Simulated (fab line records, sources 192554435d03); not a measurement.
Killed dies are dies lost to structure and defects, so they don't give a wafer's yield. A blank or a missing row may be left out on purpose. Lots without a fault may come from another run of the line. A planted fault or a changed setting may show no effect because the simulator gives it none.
Split-lot experiment | flow n5_finfet | 7 lots, 21 wafers read, on a route of 1938 steps

THE SPLIT
At N5_BEOL_M6_ETCH_62 (etches SOC in N2/H2, target depth 110 nm, overetch 22 nm, time 165 s), the setting bias_w was moved away from the recipe's 150 W on 9 of the 21 wafers read, by -14.7% to +14.9%. The other wafers ran this setting at the recipe's value.

The reading is taken at the split's own step.

THE READING
rf_vpp_V, in V, at N5_BEOL_M6_ETCH_62 (etches SOC in N2/H2, target depth 110 nm, overetch 22 nm, time 165 s). Fault-free wafers of this fab line usually give 524.2 V, standard deviation 2.8 V.

wafer  | tool, chamber at the split | bias_w as run, W | against the recipe | rf_vpp_V, V | against lot-mates on the recipe
L077.2 | rie_diel-04, 3             | 150              | recipe             | 522.9       | -
L077.3 | rie_diel-04, 0             | 128              | -14.7%             | 476.4       | -46.5
L077.5 | rie_diel-04, 0             | 128              | -14.7%             | 478.7       | -44.2
L080.2 | rie_diel-01, 2             | 150              | recipe             | 529.2       | -
L080.4 | rie_diel-01, 0             | 172.3            | +14.9%             | 571.5       | +42.3
L080.6 | rie_diel-01, 1             | 172.3            | +14.9%             | 569.3       | +40.1
L083.3 | rie_diel-04, 2             | 139              | -7.3%              | 497.3       | no lot-mate on the recipe
L083.5 | rie_diel-04, 0             | 139              | -7.3%              | 501.8       | no lot-mate on the recipe
L083.6 | rie_diel-04, 1             | 139              | -7.3%              | 501.0       | no lot-mate on the recipe
L090.1 | rie_diel-04, 0             | 150              | recipe             | 529.7       | -
L090.3 | rie_diel-04, 1             | 150              | recipe             | 526.2       | -
L090.6 | rie_diel-04, 2             | 150              | recipe             | 523.0       | -
L095.1 | rie_diel-04, 2             | 150              | recipe             | 522.0       | -
L095.2 | rie_diel-04, 3             | 150              | recipe             | 523.6       | -
L095.5 | rie_diel-04, 3             | 150              | recipe             | 523.8       | -
L096.2 | rie_diel-01, 3             | 150              | recipe             | 526.6       | -
L096.3 | rie_diel-01, 1             | 150              | recipe             | 520.8       | -
L096.6 | rie_diel-01, 1             | 150              | recipe             | 521.6       | -
L097.1 | rie_diel-01, 3             | 134.5            | -10.3%             | 493.1       | -29.5
L097.2 | rie_diel-01, 0             | 150              | recipe             | 522.6       | -
L097.3 | rie_diel-01, 1             | 134.5            | -10.3%             | 488.1       | -34.5

THE FIT
A straight line over all 21 wafers: rf_vpp_V changes by +3.17 V for each +1% of bias_w; r = +0.99; the points scatter about the line by 2.6 V.
The same after taking each lot's own level away (the mean of its wafers on the recipe; 18 wafers): +2.95 V for each +1%; r = +1.00; scatter 2.2 V.
On that fit, the largest move of bias_w shifts the reading by 44 V.
The lots' own levels span 522.60 to 529.20 V, that is 2.4 times the standard deviation above.
So the lot-to-lot level changes the slope little: the two slopes agree.
Check: with one of the wafers moved furthest among these (+14.9%) left out of the fit, the line predicts +43.5 V for it against its lot-mates. It came out at +42.3 V against them.
Tool readings at the split's step, against how far the setting was moved: rf_vpp_V r = +0.99.

OTHER SPLITS ON THESE WAFERS
These wafers also went through other splits before the reading. Each is held against what the fit with the lots' levels taken away leaves over:
other split on the same wafers    | wafers away from the commonest value | r with rf_vpp_V (lot level and that fit taken away)
N5_BEOL_M1_EXPOSE_25 dose_mj      | 6                                    | -0.11
N5_BEOL_M3_TRENCH_ETCH_37 time_s  | 4                                    | -0.56
N5_BEOL_M3_ETCH_41 target_depth_a | 8                                    | +0.03
N5_BEOL_M3_SPUTTER_86 time_s      | 6                                    | +0.43
N5_BEOL_M4_ETCH_70 time_s         | 5                                    | -0.03
N5_BEOL_M5_COAT_74 spin_rpm       | 5                                    | +0.11
N5_BEOL_M5_COAT_22 spin_rpm       | 6                                    | -0.23

THE WHOLE CHAIN: every reading that the file lists as answering this split, in the file's order
step               | what it does                                                         | reading                                                                          | change (the file's fit)                | r (the file's)
N5_BEOL_M6_ETCH_62 | etches SOC in N2/H2, target depth 110 nm, overetch 22 nm, time 165 s | rf_vpp_V                                                                         | +2.96 V for each +1% of the setting    | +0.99
N5_BEOL_M6_ETCH_62 | etches SOC in N2/H2, target depth 110 nm, overetch 22 nm, time 165 s | SiARC_of_BEOL_M6_COAT_60.thk_nm (the simulator's own value, which no gauge read) | -0.0715 nm for each +1% of the setting | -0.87

THE FILE'S OWN FIT
rf_vpp_V changes by +2.96 V for each +1% of bias_w, r = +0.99.
